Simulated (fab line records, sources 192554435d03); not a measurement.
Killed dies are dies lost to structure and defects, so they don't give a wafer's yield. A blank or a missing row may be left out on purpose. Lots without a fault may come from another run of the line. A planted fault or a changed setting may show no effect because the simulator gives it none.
Chamber matching | flow n5_finfet | N5_SPACER0_ALD_08 on ald_sin-02: 4 sister chambers
The step deposits SiNx, target thk 2 nm. 24 wafers are shown with their chamber, then 12 later ones without.

WAFERS WITH THEIR CHAMBER
wafer  | chamber | heater_power_w (W)
L076.1 | 2       | 750
L076.2 | 3       | 998
L076.3 | 1       | 748
L076.4 | 0       | 853
L076.5 | 0       | 851
L076.6 | 3       | 990
L078.3 | 2       | 754
L078.4 | 1       | 715
L078.6 | 2       | 749
L079.1 | 3       | 990
L079.2 | 1       | 716
L079.3 | 2       | 761
L079.4 | 0       | 855
L079.5 | 0       | 865
L079.6 | 1       | 709
L081.1 | 3       | 968
L081.4 | 2       | 767
L081.6 | 0       | 838
L083.2 | 3       | 976
L083.5 | 3       | 979
L083.6 | 0       | 851
L087.3 | 3       | 961
L087.4 | 0       | 843
L087.6 | 3       | 989

SIGNATURES (means of the wafers above)
reading        | chamber 0 | chamber 1 | chamber 2 | chamber 3 | scatter within a chamber
heater_power_w | 850.86    | 722.00    | 756.20    | 981.38    | 11.7
Rule: a wafer's distance from a chamber is the root of the sum, over the readings, of the square of ((its reading less the chamber's mean) divided by the reading's scatter). The wafer belongs to the nearest chamber; if the next one is less than 2 further off, it can't be placed. The scatter: the root of (the sum of the squares of (reading less its chamber's mean) over the shown wafers, divided by (wafers less chambers)).

WAFERS WITHOUT THEIR CHAMBER
wafer  | heater_power_w (W)
L089.1 | 742
L089.2 | 740
L089.3 | 993
L089.4 | 848
L089.5 | 962
L089.6 | 746
L091.1 | 720
L091.2 | 766
L091.3 | 879
L091.4 | 968
L091.5 | 970
L091.6 | 752

WHICH CHAMBER EACH WENT THROUGH
wafer  | from the rows above     | in truth
L089.1 | can't be placed: 2 or 1 | 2
L089.2 | can't be placed: 2 or 1 | 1
L089.3 | 3                       | 3
L089.4 | 0                       | 0
L089.5 | 3                       | 3
L089.6 | can't be placed: 2 or 1 | 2
L091.1 | 1                       | 1
L091.2 | 2                       | 2
L091.3 | 0                       | 0
L091.4 | 3                       | 3
L091.5 | 3                       | 3
L091.6 | 2                       | 2
Placed correctly: 9 of 12. Can't be placed from these rows: 3 (the true chamber is among the candidates in 3). Placed wrongly: 0.
